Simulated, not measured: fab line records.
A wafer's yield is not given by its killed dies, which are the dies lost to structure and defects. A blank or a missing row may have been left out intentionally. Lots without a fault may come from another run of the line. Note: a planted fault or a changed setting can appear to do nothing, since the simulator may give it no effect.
fab line records	flow n5Finfet
record lots=6	wafers=18	lastDay=19
route steps=1938 shown BEOL_M11@1586 BEOL_M12@1602 PASSIVATION@1936
lots that met no fault: from a run of the same line without faults
startH: hours from the record's first day to the start of the lot's first wafer shown	waitH: hours since the lot's step before	" same as the row above	L1.1+2: a single row standing in for several wafers	- value missing, or start not given	* or withheld: withheld	< > ~ a bound
route shown NAME@n: a module of which the file shows steps, and the number in the route of the first	usual: mean and standard deviation over wafers with no fault	same: alike in all rows	chamber/n: place in a boat	sites: per-site readings	_std_site: standard deviation across them	_edge_site: mean of outer sites minus mean of inner sites	radiusMm: how far each site lies from the wafer's centre	mask NAME#n: copy n	behind: the tool/chamber that last shaped the wafer	hold: reason for holding the lot/hours on hold/outcome of the hold	device: whichever transistor did not switch (one of n, p or np)	end of line: at the end of the route, the tests of the same wafers	step lacking rows: just its recipe	killed: dies that structure and defects cost at the first sort, which is not the same as the wafer's yield	map: the dies of a wafer, with x for killed, . for not killed, _ for no die there
set.NAME: the setting as run; set.NAME@STEP: as run at that earlier step	model.NAME: the simulator's own value behind a step, which no gauge read
certain route steps with their lots: each step a table, each wafer a row
services: a tool's chamber out of use, with start hour (startH, from the record's first day; less than 0 if before it), hours out, and reason
## steps
# step N5_BEOL_M11_CD_MEAS_35
# recipe targetCdNm=70	polarity=opening
# usual cdNm=70.0/0.66
lot.wafer	tool	chamber	startH	waitH	cdNm
L322.1	cdSem-03	-	246.25	0.0	70.7
L322.3	"	-	"	"	69.7
L322.4	"	-	"	"	69.8
L333.4	cdSem-03	-	314.54	0.0	69.8
L333.5	"	-	"	"	69.7
L333.6	"	-	"	"	69.7
L332.2	cdSem-03	-	332.27	0.0	68.7
L332.4	"	-	"	"	68.5
L332.5	"	-	"	"	70.8
L339.2	cdSem-03	-	373.93	0.0	70.9
L339.4	"	-	"	"	71.1
L339.6	"	-	"	"	70.2
L340.1	cdSem-02	-	375.68	0.0	70.1
L340.4	"	-	"	"	69.4
L340.5	"	-	"	"	70.4
L342.2	cdSem-01	-	399.41	0.0	70.0
L342.4	"	-	"	"	70.1
L342.5	"	-	"	"	69.7
# step N5_BEOL_M11_CURE_72
# recipe tempC=370	timeS=120	ambient=DMADMS/He	material=SiCOH_lowk
# usual lampPowerPct=52.31/0.05	wafer_temp_C_max=371.7/0.6
lot.wafer	tool	chamber	startH	waitH	lampPowerPct	wafer_temp_C_max
L322.1	uvCure-03	1	246.29	0.0	52.28	371.2
L322.3	"	1	"	"	52.20	371.3
L322.4	"	1	"	"	52.34	371.0
L333.4	uvCure-02	0	314.91	0.4	52.26	371.3
L333.5	"	0	"	"	52.31	371.3
L333.6	"	0	"	"	52.23	371.7
L332.2	uvCure-03	1	332.36	0.1	52.21	371.1
L332.4	"	1	"	"	52.33	371.6
L332.5	"	1	"	"	52.32	371.4
L339.2	uvCure-01	2	374.07	0.1	52.29	370.9
L339.4	"	2	"	"	52.43	370.7
L339.6	"	2	"	"	52.25	370.7
L340.1	uvCure-02	0	375.72	0.0	52.28	371.3
L340.4	"	0	"	"	52.33	371.4
L340.5	"	0	"	"	52.25	371.0
L342.2	uvCure-03	1	399.50	0.1	52.30	371.7
L342.4	"	1	"	"	52.30	371.8
L342.5	"	1	"	"	52.33	371.1
# step N5_BEOL_M11_DEGAS_44
# recipe ambient=vacuum	tempC=250	timeS=60
# step N5_BEOL_M11_PRE_CLEAN_45
# recipe gas=H2/He	timeS=30	tempC=250
# usual heaterPowerW=331/28
lot.wafer	tool	chamber	startH	waitH	heaterPowerW
L322.1	pvdSputter-02	-	247.22	0.0	315
L322.3	"	-	"	"	369
L322.4	"	-	"	"	326
L333.4	pvdSputter-02	-	315.36	0.0	317
L333.5	"	-	"	"	330
L333.6	"	-	"	"	364
L332.2	pvdSputter-02	-	334.02	0.0	321
L332.4	"	-	"	"	319
L332.5	"	-	"	"	326
L339.2	pvdSputter-02	-	374.71	0.0	319
L339.4	"	-	"	"	323
L339.6	"	-	"	"	331
L340.1	pvdSputter-03	-	376.23	0.0	379
L340.4	"	-	"	"	332
L340.5	"	-	"	"	333
L342.2	pvdSputter-02	-	402.20	0.0	371
L342.4	"	-	"	"	333
L342.5	"	-	"	"	330
# step N5_BEOL_M11_ALD_74
# recipe material=TaN	targetThkA=20	tempC=275	aldPrecursorFamily=PDMAT	aldCoReactant=NH3	pressureTorr=3	carrierFlowSccm=1500	pulseTimeS=2	purgeTimeS=3	coReactantPurgeTimeS=2	coReactantPulseTimeS=3	aldCycles=40	precursorVesselTempC=75	precursorVesselPressureTorr=26.25	precursorVesselCarrierSccm=1000
# step N5_BEOL_M11_SURFACE_TREAT_76
# recipe gas=Ar	timeS=*	ionEnergyEv=*	ionCurrentMaCm2=0.5	pressureMtorr=*	arFlowSccm=30
# step N5_BEOL_M11_CVD_75
# recipe material=Co	targetThkA=20	tempC=withheld	precursor=CCTBA/H2	pressureTorr=30	timeS=138.9
# step N5_BEOL_M11_SPUTTER_48
# recipe material=Cu	targetThkA=120	tempC=-20	biasV=60	powerW=26000	chamberPressurePa=0.13	timeS=2
# usual throttleValvePct=30.3/1.1
lot.wafer	tool	chamber	startH	waitH	throttleValvePct
L322.1	pvdSputter-01	-	248.07	0.2	29.9
L322.3	"	-	"	"	31.0
L322.4	"	-	"	"	31.3
L333.4	pvdSputter-03	-	317.12	0.9	30.2
L333.5	"	-	"	"	32.9
L333.6	"	-	"	"	29.3
L332.2	pvdSputter-03	-	334.69	0.1	29.6
L332.4	"	-	"	"	30.6
L332.5	"	-	"	"	30.7
L339.2	pvdSputter-03	-	375.37	0.1	29.4
L339.4	"	-	"	"	30.3
L339.6	"	-	"	"	31.0
L340.1	pvdSputter-01	-	380.29	0.1	31.5
L340.4	"	-	"	"	30.2
L340.5	"	-	"	"	29.7
L342.2	pvdSputter-01	-	402.81	0.1	31.1
L342.4	"	-	"	"	31.2
L342.5	"	-	"	"	31.4
# step N5_BEOL_M11_ECD_50
# recipe material=Cu	targetThkA=3180
# step N5_BEOL_M11_ANNEAL_51
# recipe tempC=225	timeS=90	ambient=N2
# usual wafer_temp_C_max=226.5/0.42
lot.wafer	tool	chamber	startH	waitH	wafer_temp_C_max
L322.1	rtpAnneal-02	0	248.37	0.2	226.6
L322.3	"	0	"	"	226.3
L322.4	"	0	"	"	226.6
L333.4	rtpAnneal-02	0	317.48	0.2	226.6
L333.5	"	0	"	"	226.3
L333.6	"	0	"	"	227.1
L332.2	rtpAnneal-01	0	335.25	0.4	227.4
L332.4	"	0	"	"	227.0
L332.5	"	0	"	"	226.7
L339.2	rtpAnneal-01	0	375.73	0.2	226.9
L339.4	"	0	"	"	226.3
L339.6	"	0	"	"	227.5
L340.1	rtpAnneal-02	0	380.55	0.1	226.1
L340.4	"	0	"	"	226.2
L340.5	"	0	"	"	226.0
L342.2	rtpAnneal-01	0	403.08	0.1	226.9
L342.4	"	0	"	"	226.5
L342.5	"	0	"	"	226.4
# step N5_BEOL_M11_CMP_52
# recipe stopOn=SiCOH_lowk	tOverpolishS=7	downForcePsi=1	platenRpm=50	clearingPlatenDownForcePsi=1.5	clearingPlatenRpm=50	postCmpClean=cuAlkaline	targetThkNm=140	clearingPlatenPadVelocityMS=0.99484	padVelocityMS=0.99484
# usual barrierFieldEndpointS=29.0/0.63	motorCurrentA=6.1/0.52	overpolishRunS=7.000/0.0089	timeToEndpointS=65.9/2.5
lot.wafer	tool	chamber	startH	waitH	barrierFieldEndpointS	motorCurrentA	overpolishRunS	timeToEndpointS
L322.4	cmp-03	1	248.71	0.2	28.3	7.0	6.999	66.5
L322.1	"	2	"	"	29.2	5.4	6.981	67.7
L322.3	"	3	"	"	28.2	5.7	7.006	64.4
L333.4	cmp-03	2	317.67	0.1	29.2	5.6	6.996	64.5
L333.5	"	2	"	"	29.4	5.7	6.987	64.4
L333.6	"	3	"	"	28.8	5.6	7.008	64.5
L332.4	cmp-03	0	335.55	0.2	30.1	6.3	6.994	68.4
L332.2	"	3	"	"	29.3	5.6	6.993	70.9
L332.5	"	0	"	"	29.5	6.2	7.014	68.4
L339.2	cmp-02	2	376.04	0.3	29.4	6.2	6.995	67.1
L339.4	"	0	"	"	28.7	6.2	6.998	62.9
L339.6	"	2	"	"	29.2	6.6	6.997	65.6
L340.4	cmp-04	2	380.86	0.1	28.2	6.7	7.010	61.8
L340.1	"	3	"	"	28.5	6.3	7.006	63.8
L340.5	"	2	"	"	29.3	7.1	7.020	64.3
L342.2	cmp-02	0	403.39	0.3	28.3	6.5	6.997	65.7
L342.4	"	2	"	"	29.5	6.1	6.991	65.6
L342.5	"	0	"	"	29.2	6.4	6.991	67.6
# step N5_BEOL_M11_THK_MEAS_53
# recipe thkMeasGauge=xrf	reads=Cu_of_BEOL_M11_ECD_50
# usual M11_THK=139/3.3
lot.wafer	tool	chamber	startH	waitH	M11_THK[nm]
L322.1	filmMetro-02	-	248.97	-	146
L322.3	"	-	"	"	139
L322.4	"	-	"	"	137
L333.4	filmMetro-02	-	317.97	-	138
L333.5	"	-	"	"	138
L333.6	"	-	"	"	139
L332.2	filmMetro-02	-	335.85	-	135
L332.4	"	-	"	"	139
L332.5	"	-	"	"	134
L339.2	filmMetro-02	-	376.29	-	133
L339.4	"	-	"	"	135
L339.6	"	-	"	"	134
L340.1	filmMetro-01	-	381.16	-	137
L340.4	"	-	"	"	133
L340.5	"	-	"	"	137
L342.2	filmMetro-01	-	403.64	-	136
L342.4	"	-	"	"	141
L342.5	"	-	"	"	136
# step N5_BEOL_M11_PRE_CLEAN_55
# recipe gas=NH3	timeS=15	tempC=withheld	rfPowerW=300
lot.wafer	tool	chamber	startH	waitH
L322.1+3+4	pecvd-04	1,0,2	249.00	0.0
L333.4+5+6	pecvd-02	0,1,2	318.02	0.0
L332.2+4+5	pecvd-02	0,2,1	335.88	0.0
L339.2+4+6	pecvd-04	0,0,2	376.33	0.0
L340.1+4+5	pecvd-04	0,0,2	381.19	0.0
L342.2+4+5	pecvd-02	2,1,0	403.68	0.0
# step N5_BEOL_M11_DEP_56
# recipe material=SiCN	targetThkA=300	tempC=withheld	precursor=3MS/NH3	pressureTorr=3	rfW=675	timeS=10.5
# step N5_BEOL_M11_RS_MEAS_57
# recipe thkMeasGauge=four-point-probe	reads=Cu_of_BEOL_M11_ECD_50+Co_of_BEOL_M11_CVD_75+TaN_of_BEOL_M11_ALD_74
# usual M11_RS=0.152/0.0039
lot.wafer	tool	chamber	startH	waitH	M11_RS[ohm/sq]
L322.1	filmMetro-02	-	249.09	0.0	0.145
L322.3	"	-	"	"	0.152
L322.4	"	-	"	"	0.154
L333.4	filmMetro-01	-	318.10	0.0	0.154
L333.5	"	-	"	"	0.153
L333.6	"	-	"	"	0.153
L332.2	filmMetro-02	-	335.97	0.1	0.157
L332.4	"	-	"	"	0.151
L332.5	"	-	"	"	0.158
L339.2	filmMetro-01	-	376.42	0.0	0.159
L339.4	"	-	"	"	0.157
L339.6	"	-	"	"	0.157
L340.1	filmMetro-01	-	381.28	0.0	0.154
L340.4	"	-	"	"	0.158
L340.5	"	-	"	"	0.154
L342.2	filmMetro-01	-	403.77	0.0	0.155
L342.4	"	-	"	"	0.150
L342.5	"	-	"	"	0.155
# step N5_BEOL_M11_INSPECT_58
# recipe inspectInstrument=darkfield	mode=postDep
# usual rawDefectCount=70/24
lot.wafer	tool	chamber	startH	waitH	rawDefectCount
L322.1	defectInspect-01	-	249.12	0.0	88
L322.3	"	-	"	"	70
L322.4	"	-	"	"	62
L333.4	defectInspect-01	-	318.12	0.0	799
L333.5	"	-	"	"	840
L333.6	"	-	"	"	841
L332.2	defectInspect-02	-	336.00	0.0	852
L332.4	"	-	"	"	940
L332.5	"	-	"	"	914
L339.2	defectInspect-02	-	376.44	0.0	82
L339.4	"	-	"	"	96
L339.6	"	-	"	"	78
L340.1	defectInspect-02	-	381.31	0.0	76
L340.4	"	-	"	"	71
L340.5	"	-	"	"	100
L342.2	defectInspect-01	-	403.79	0.0	98
L342.4	"	-	"	"	112
L342.5	"	-	"	"	84
# step N5_BEOL_M12_ILD_DEP_00
# recipe material=SiOC	targetThkA=6589.2	tempC=350	precursor=DEMS/O2	pressureTorr=5	rfW=500	timeS=130.7
# step N5_BEOL_M12_THK_MEAS_01
# recipe reads=SiOC_of_BEOL_M12_ILD_DEP_00
# usual M12_ILD_THK=658/9.2
lot.wafer	tool	chamber	startH	waitH	M12_ILD_THK[nm]
L322.1	filmMetro-02	-	249.34	0.1	649
L322.3	"	-	"	"	664
L322.4	"	-	"	"	668
L333.4	filmMetro-02	-	318.29	0.0	663
L333.5	"	-	"	"	667
L333.6	"	-	"	"	667
L332.2	filmMetro-02	-	336.17	0.1	656
L332.4	"	-	"	"	663
L332.5	"	-	"	"	671
L339.2	filmMetro-02	-	376.66	0.1	659
L339.4	"	-	"	"	669
L339.6	"	-	"	"	672
L340.1	filmMetro-02	-	381.47	0.1	643
L340.4	"	-	"	"	662
L340.5	"	-	"	"	656
L342.2	filmMetro-01	-	403.96	0.1	648
L342.4	"	-	"	"	661
L342.5	"	-	"	"	647
# step N5_BEOL_M12_COAT_58
# recipe resist=BARC	tempC=205	timeS=60	spinRpm=1500	resistThkNm=89
# step N5_BEOL_M12_COAT_04
# recipe spinRpm=1625	resistThkNm=400
# step N5_BEOL_M12_EBR_06
# recipe solvent=PGMEA	ebrWidthMm=1.5
# step N5_BEOL_M12_SOFTBAKE_05
# recipe tempC=130	timeS=60
# step N5_BEOL_M12_EXPOSE_07
# recipe maskId=V11	na=0.93	sourceShape=conventional	sigmaOuter=0.6	polarization=unpolarized	attpsmPhaseDeg=180	doseMj=32.5
# step N5_BEOL_M12_PEB_08
# recipe pebTempC=130	pebTimeS=90
# step N5_BEOL_M12_DEVELOP_09
# recipe developTimeS=45	rinseLiquid=diw	dry=airSpin	devTempC=21
# step N5_BEOL_M12_HARDBAKE_14
# recipe tempC=130	timeS=120
# step N5_BEOL_M12_CD_MEAS_10
# recipe targetCdNm=140	landingEnergyEv=500	detector=seInlens	polarity=opening
# usual cdNm=140.4/2
# same landingEnergyEv=500
lot.wafer	tool	chamber	startH	waitH	cdNm
L322.1	cdSem-03	0	249.64	-	139.6
L322.3	"	0	"	"	139.4
L322.4	"	0	"	"	144.1
L333.4	cdSem-01	0	318.72	-	140.0
L333.5	"	0	"	"	138.0
L333.6	"	0	"	"	137.9
L332.2	cdSem-01	0	336.47	-	142.0
L332.4	"	0	"	"	140.0
L332.5	"	0	"	"	143.5
L339.2	cdSem-01	0	376.98	-	140.7
L339.4	"	0	"	"	140.3
L339.6	"	0	"	"	140.6
L340.1	cdSem-03	0	381.78	-	143.2
L340.4	"	0	"	"	141.1
L340.5	"	0	"	"	140.4
L342.2	cdSem-01	0	404.27	-	138.2
L342.4	"	0	"	"	142.4
L342.5	"	0	"	"	140.6
# step N5_BEOL_M12_OVL_MEAS_11
# recipe pointsPerWafer=44
# usual V11_OVL=2/5.5
lot.wafer	tool	chamber	startH	waitH	V11_OVL[nm]
L322.1	overlay-02	0	249.67	0.0	-4
L322.3	"	0	"	"	0
L322.4	"	0	"	"	3
L333.4	overlay-01	0	318.75	0.0	-5
L333.5	"	0	"	"	2
L333.6	"	0	"	"	-6
L332.2	overlay-02	0	336.50	0.0	3
L332.4	"	0	"	"	4
L332.5	"	0	"	"	4
L339.2	overlay-02	0	377.01	0.0	-5
L339.4	"	0	"	"	-10
L339.6	"	0	"	"	-7
L340.1	overlay-02	0	381.81	0.0	-3
L340.4	"	0	"	"	5
L340.5	"	0	"	"	-1
L342.2	overlay-01	0	404.30	0.0	6
L342.4	"	0	"	"	10
L342.5	"	0	"	"	6
# step N5_BEOL_M12_INSPECT_12
# recipe mode=adi	inspectInstrument=macro
# usual rawDefectCount=2/1.3
lot.wafer	tool	chamber	startH	waitH	rawDefectCount
L322.1	defectInspect-01	-	249.69	0.0	1
L322.3	"	-	"	"	2
L322.4	"	-	"	"	3
L333.4	defectInspect-02	-	318.77	0.0	>300
L333.5	"	-	"	"	>300
L333.6	"	-	"	"	>300
L332.2	defectInspect-01	-	336.52	0.0	>300
L332.4	"	-	"	"	>300
L332.5	"	-	"	"	>300
L339.2	defectInspect-02	-	377.03	0.0	4
L339.4	"	-	"	"	3
L339.6	"	-	"	"	0
L340.1	defectInspect-02	-	381.83	0.0	3
L340.4	"	-	"	"	0
L340.5	"	-	"	"	2
L342.2	defectInspect-01	-	404.32	0.0	4
L342.4	"	-	"	"	1
L342.5	"	-	"	"	3
# step N5_BEOL_M12_DESCUM_15
# recipe chemistry=O2	timeS=7.9	sourcePowerW=50	biasPowerW=20	pressureMtorr=20	rfFrequencyHz=2.712e+07	tempC=40	o2FlowSccm=225
# step N5_PASSIVATION_PROBE_49
# usual defectLimitedYield=91.0/1.6	killed_at_M0_to_M3=35/11	killed_at_M4_up=14/5.3	killedAtContacts=13/6.7	killedAtFrontEnd=41/12	killedAtOther=3.9/2.7	killedDies=106/19	killedOpen=70/14	killedShort=35/8.8	sort_bin_5_function=5.3/1	sort_bin_6_memory=3.3/0.81	sort_bin_8_speed=0.00/0.0072	sortNPass=1073/19	sortYieldPct=91.0/1.6
# same grossDies=1180	killedAtBackSide=0	sort_bin_4_leakage[%]=0
lot.wafer	tool	chamber	startH	waitH	defectLimitedYield[%]	killed_at_M0_to_M3	killed_at_M4_up	killedAtContacts	killedAtFrontEnd	killedAtOther	killedDies	killedOpen	killedShort	sort_bin_5_function[%]	sort_bin_6_memory[%]	sort_bin_8_speed[%]	sortNPass	sortYieldPct[%]
L322.1	prober-02	-	318.50	0.0	93.0	29	15	6	28	5	83	45	33	4.0	2.7	0	1097	93.0
L322.3	prober-02	-	318.60	0.1	91.2	34	12	10	46	2	104	74	24	4.8	3.6	0	1076	91.2
L322.4	prober-02	-	318.65	0.2	90.0	36	12	19	48	3	118	74	37	5.8	3.7	0	1062	90.0
L333.4	prober-02	-	358.52	0.2	80.1	29	164	11	28	3	235	55	36	13.0	4.1	0	945	80.1
L333.5	prober-02	-	358.57	0.2	79.1	28	152	14	52	1	247	77	34	13.1	5.3	0	933	79.1
L333.6	prober-02	-	358.62	0.3	81.1	33	140	11	38	1	223	61	33	11.6	4.1	0	957	81.1
L332.2	prober-01	-	373.57	0.1	81.3	28	157	4	28	4	221	54	23	11.8	3.8	0	959	81.3
L332.4	prober-01	-	373.67	0.2	81.2	18	158	5	39	2	222	47	29	12.5	3.2	0	958	81.2
L332.5	prober-01	-	373.72	0.2	82.0	18	153	5	33	3	212	42	27	11.6	3.4	0.08	968	82.0
L340.1	prober-01	-	413.30	0.0	89.9	32	16	17	46	8	119	79	37	6.4	3.1	0	1061	89.9
L340.4	prober-01	-	413.45	0.2	91.2	37	21	9	28	9	104	74	29	5.8	2.8	0	1076	91.2
L340.5	prober-01	-	413.50	0.2	89.7	47	14	10	48	3	122	83	36	5.2	4.7	0	1058	89.7
L339.2	prober-01	-	422.83	0.1	88.8	59	9	16	46	2	132	96	35	5.6	5.2	0	1048	88.8
L339.4	prober-01	-	422.93	0.2	90.1	40	8	16	52	1	117	81	35	5.9	3.6	0	1063	90.1
L339.6	prober-01	-	423.03	0.3	91.4	55	11	4	27	5	102	73	29	5.3	3.0	0	1078	91.4
L342.2	prober-01	-	450.06	0.1	88.1	43	16	23	57	1	140	96	42	6.7	4.7	0	1040	88.1
L342.4	prober-01	-	450.16	0.2	92.5	25	4	16	42	1	88	54	34	4.7	2.5	0	1092	92.5
L342.5	prober-01	-	450.21	0.2	89.8	42	13	7	54	4	120	73	45	6.3	3.1	0	1060	89.8
# killed by level:class
L322.1 BEOL_M0_SAQP:geometricParticle:short=9 BEOL_M2:geometricParticle:open=7 GATE_CUT:geometricParticle:short=6 STI_FIN_REVEAL:geometricParticle:open=5 BEOL_M4:geometricParticle:open=5 MOL_CONTACT_COAG:geometricParticle:open=4 BEOL_M5:geometricParticle:open=4 GATE_CUT:geometricParticle:open=3
L322.3 GATE_CUT:geometricParticle:open=10 BEOL_M2:geometricParticle:open=10 MOL_CONTACT_COAG:geometricParticle:open=9 BEOL_M5:geometricParticle:open=8 FIN_SAQP:geometricParticle:open=7 STI_FIN_REVEAL:geometricParticle:open=7 BEOL_M1:geometricParticle:open=6 FIN_SAQP:geometricParticle:short=5
L322.4 STI_FIN_REVEAL:geometricParticle:open=14 MOL_CONTACT_COAG:geometricParticle:open=14 BEOL_M0_SAQP:geometricParticle:short=8 GATE_CUT:geometricParticle:short=7 GATE_CUT:geometricParticle:open=6 BEOL_M0_SAQP:geometricParticle:open=6 BEOL_M1:geometricParticle:open=6 BEOL_M2:geometricParticle:open=6
L333.4 BEOL_M11:unspecified=144 FIN_SAQP:geometricParticle:short=11 BEOL_M4:geometricParticle:open=9 BEOL_M0_SAQP:geometricParticle:open=8 BEOL_M0:geometricParticle:open=7 FIN_SAQP:geometricParticle:open=6 MOL_CONTACT_COAG:geometricParticle:open=6 BEOL_M4:geometricParticle:short=6
L333.5 BEOL_M11:unspecified=136 FIN_SAQP:geometricParticle:open=17 FIN_SAQP:geometricParticle:short=13 MOL_CONTACT_COAG:geometricParticle:open=12 STI_FIN_REVEAL:geometricParticle:open=10 BEOL_M0_SAQP:geometricParticle:short=7 BEOL_M4:geometricParticle:open=7 BEOL_M3:geometricParticle:open=6
L333.6 BEOL_M11:unspecified=129 FIN_SAQP:geometricParticle:open=10 MOL_CONTACT_COAG:geometricParticle:open=9 BEOL_M4:geometricParticle:open=8 FIN_SAQP:geometricParticle:short=8 BEOL_M3:geometricParticle:open=8 GATE_CUT:geometricParticle:short=6 BEOL_M0_SAQP:geometricParticle:open=6
L332.2 BEOL_M11:unspecified=144 BEOL_M3:geometricParticle:open=9 BEOL_M1:geometricParticle:open=7 FIN_SAQP:geometricParticle:open=5 STI_FIN_REVEAL:geometricParticle:open=4 DUMMY_GATE:geometricParticle:open=4 BEOL_M0_SAQP:geometricParticle:open=4 BEOL_M4:geometricParticle:open=4
L332.4 BEOL_M11:unspecified=146 GATE_CUT:geometricParticle:short=7 BEOL_M2:geometricParticle:open=7 BEOL_M4:geometricParticle:open=7 FIN_SAQP:geometricParticle:open=6 FIN_SAQP:geometricParticle:short=5 STI_FIN_REVEAL:geometricParticle:open=5 STARTING-WAFER:geometricParticle:short=5
L332.5 BEOL_M11:unspecified=142 FIN_SAQP:geometricParticle:short=8 STI_FIN_REVEAL:geometricParticle:open=7 BEOL_M2:geometricParticle:open=7 BEOL_M4:geometricParticle:open=5 MOL_CONTACT_COAG:geometricParticle:open=4 FIN_SAQP:geometricParticle:open=3 DUMMY_GATE:geometricParticle:open=3
L340.1 MOL_CONTACT_COAG:geometricParticle:open=14 BEOL_M4:geometricParticle:open=10 BEOL_M1:geometricParticle:open=9 BEOL_M3:geometricParticle:open=8 FIN_SAQP:geometricParticle:open=7 BEOL_M3:geometricParticle:short=6 DUMMY_GATE:geometricParticle:open=5 GATE_CUT:geometricParticle:short=5
L340.4 BEOL_M1:geometricParticle:open=15 BEOL_M4:geometricParticle:open=13 BEOL_M2:geometricParticle:open=7 MOL_CONTACT_COAG:geometricParticle:open=6 GATE_CUT:geometricParticle:short=5 PAD_METAL:geometricParticle:open=5 FIN_SAQP:geometricParticle:open=4 GATE_CUT:geometricParticle:open=4
L340.5 BEOL_M1:geometricParticle:open=15 BEOL_M3:geometricParticle:open=14 FIN_SAQP:geometricParticle:open=10 FIN_SAQP:geometricParticle:short=9 MOL_CONTACT_COAG:geometricParticle:open=9 BEOL_M1:geometricParticle:short=7 BEOL_M4:geometricParticle:open=6 STI_FIN_REVEAL:geometricParticle:open=5
L339.2 STI_FIN_REVEAL:geometricParticle:open=21 BEOL_M0_SAQP:geometricParticle:open=19 BEOL_M2:geometricParticle:open=15 MOL_CONTACT_COAG:geometricParticle:open=13 BEOL_M0_SAQP:geometricParticle:short=13 BEOL_M1:geometricParticle:open=8 STI_FIN_REVEAL:geometricParticle:short=6 GATE_CUT:geometricParticle:open=5
L339.4 STI_FIN_REVEAL:geometricParticle:open=22 MOL_CONTACT_COAG:geometricParticle:open=14 BEOL_M0_SAQP:geometricParticle:short=10 BEOL_M0_SAQP:geometricParticle:open=9 FIN_SAQP:geometricParticle:open=7 GATE_CUT:geometricParticle:short=7 BEOL_M2:geometricParticle:open=7 BEOL_M1:geometricParticle:open=5
L339.6 BEOL_M2:geometricParticle:open=18 STI_FIN_REVEAL:geometricParticle:open=10 BEOL_M1:geometricParticle:open=8 BEOL_M0_SAQP:geometricParticle:short=6 BEOL_M0_SAQP:geometricParticle:open=5 BEOL_M1:geometricParticle:short=5 DUMMY_GATE:geometricParticle:open=4 BEOL_M0:geometricParticle:open=4
L342.2 STI_FIN_REVEAL:geometricParticle:open=23 MOL_CONTACT_COAG:geometricParticle:open=18 BEOL_M0_SAQP:geometricParticle:short=14 BEOL_M0_SAQP:geometricParticle:open=12 STARTING-WAFER:geometricParticle:open=8 BEOL_M4:geometricParticle:open=7 BEOL_M2:geometricParticle:open=7 FIN_SAQP:geometricParticle:open=5
L342.4 MOL_CONTACT_COAG:geometricParticle:open=14 STI_FIN_REVEAL:geometricParticle:open=9 FIN_SAQP:geometricParticle:open=7 FIN_SAQP:geometricParticle:short=7 BEOL_M0_SAQP:geometricParticle:short=7 BEOL_M0_SAQP:geometricParticle:open=5 BEOL_M1:geometricParticle:short=4 DUMMY_GATE:geometricParticle:open=4
L342.5 STI_FIN_REVEAL:geometricParticle:open=16 BEOL_M0_SAQP:geometricParticle:short=13 BEOL_M0_SAQP:geometricParticle:open=13 FIN_SAQP:geometricParticle:short=10 GATE_CUT:geometricParticle:short=8 BEOL_M2:geometricParticle:open=7 MOL_CONTACT_COAG:geometricParticle:open=6 FIN_SAQP:geometricParticle:open=5
# map L332.4 (x killed, . not)
_________________.x........x.________________
______________....x.......xxx.x._____________
___________.............xxx...xxxxx__________
__________....x......x..xxxxxxxxxxxx_________
________.x.......x.....x.xxxxxxxxxxx.._______
_______..x.............xxxxxxxxxxxxx.x.______
______x.........x......xxxxxxxxxxxxxx..._____
_____.x..x.x.........x.xxxxxxxxxxxxx...x.____
____...............x..x.xxxxxxxxxxxxxx..x.___
___................x....xxxxxxxxxxxxxxx....__
___...x...............x.xxxxxxxxxxxx.xx....__
__..................x...x.xxxxxxxxx........._
__x..........x.......x....xxxxx..xxx....x..._
_...x....................x.xxx.x.........x...
_.............x...........x.....x............
_x.....xx...................x........x.......
_.............x.....x....x....x...x......x...
_................x...xx...x..................
_.............................x..x..x.x......
_..................................x........x
_.................x..........x.............x.
__.......x..........x......................._
__.......................x..x..............._
___........................................__
___..........................x..x..x.......__
____........................xx..........x.___
_____x......x.............x..............____
______.x..............................x._____
_______.....x...x........x.............______
________........x....................._______
__________....x....................x_________
___________......x.................__________
______________.................x_____________
_________________..........x.________________
# map L333.5 (x killed, . not)
_________________............________________
______________...............x.._____________
___________.....x.........x........__________
__________.x..x.x......x............_________
________...x........x.......x.....x..._______
_______x...x...........x.....x.........______
______x.....................xx.........._____
_____.x.....x.x.............x............____
____.....xx................x...x.....x....___
___..x......x....x........x...x............__
___.............x........x................x__
__........x.....x..................x........_
__.................xx...x.........x........._
_.........xx.xx.................xx...........
_x....x..x................x..x........xx..xxx
_.....xx.x..............x..................x.
_..x.....x......x......xxxxxx.x........x.....
_.......................xxxxxxxx.x.......x...
_....x.x...........x.x.xxxxxxxxxxxx.........x
_......x.......x...xxxxxxxxxxxxxxxx..........
_.............xx...x.xxxxxxxxxxxxxxxx........
__x..x.....x........xxxxxxxxxxxxxxx.x......._
__...........x.......xxxxxxxxxxxxxx.x...xx.._
___........x..........xxxxxxxxxxxxx.x......__
___.......x...x.......xxxxxxxxxx..x.xx.....__
____...x..........x.x.xxxxxxxxxxxx...x....___
_____.............x.xx.xx..x...x.........____
______.........x....x.x....xxx.........._____
_______...............................x______
________.............x....x..........._______
__________x........xxx....x...x.x..._________
___________........................__________
______________....x............._____________
_________________.x.........x________________
## services
tool	chamber	startH	hours	kind
cmp-03	-	224.16	0.9	repair
cmp-02	-	240.69	4.6	pm
pecvd-02	-	264.28	5.5	pm
cmp-02	-	270.72	4.0	pm
pvdSputter-03	-	294.50	0.8	repair
cmp-04	-	296.61	0.9	repair
cmp-02	-	303.82	0.9	repair
pecvd-04	1	307.59	2.1	scheduledDown
uvCure-01	-	311.57	1.0	pm
uvCure-02	-	320.44	7.5	pm
cmp-03	-	324.96	4.0	pm
cmp-02	-	327.71	16.8	pm
cmp-03	-	328.96	-	consumableReplace:conditioner
cmp-03	-	328.96	-	consumableReplace:pad
cmp-04	-	329.53	6.7	pm
cmp-04	-	341.12	1.1	repair
pecvd-02	1	369.50	7.5	repair
pvdSputter-03	-	376.74	2.5	repair
uvCure-03	-	378.82	1.0	pm
cmp-04	-	386.88	4.0	pm
pecvd-04	-	393.60	1.3	repair
pecvd-04	1	395.23	5.5	scheduledDown
pvdSputter-01	-	396.40	1.4	repair
cmp-04	-	399.30	7.2	pm
## key
firstSign step=N5_BEOL_M11_INSPECT_58	reading=rawDefectCount	direction=up	sigmas=33	usual=70	struck=864
effect step=N5_BEOL_M12_INSPECT_12	reading=rawDefectCount	direction=up	sigmas=99+	usual=2	struck=>300
effect step=N5_PASSIVATION_PROBE_49	reading=killed_at_M4_up	direction=up	sigmas=27	usual=14	struck=154
moreKillsBornAt N5_BEOL_M11_PRE_CLEAN_55@pecvd-02=841
metAt N5_BEOL_M11_PRE_CLEAN_55
struckWafers L332.2,L332.4,L332.5,L333.4,L333.5,L333.6
alsoFits N5_BEOL_M11_CMP_52:cmp-03
fault kind=chamberParticleSource	tool=pecvd-02	chamber=-	onsetH=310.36	steps=N5_BEOL_M11_PRE_CLEAN_55	ratePerVisitCm2=1.239	endH=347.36
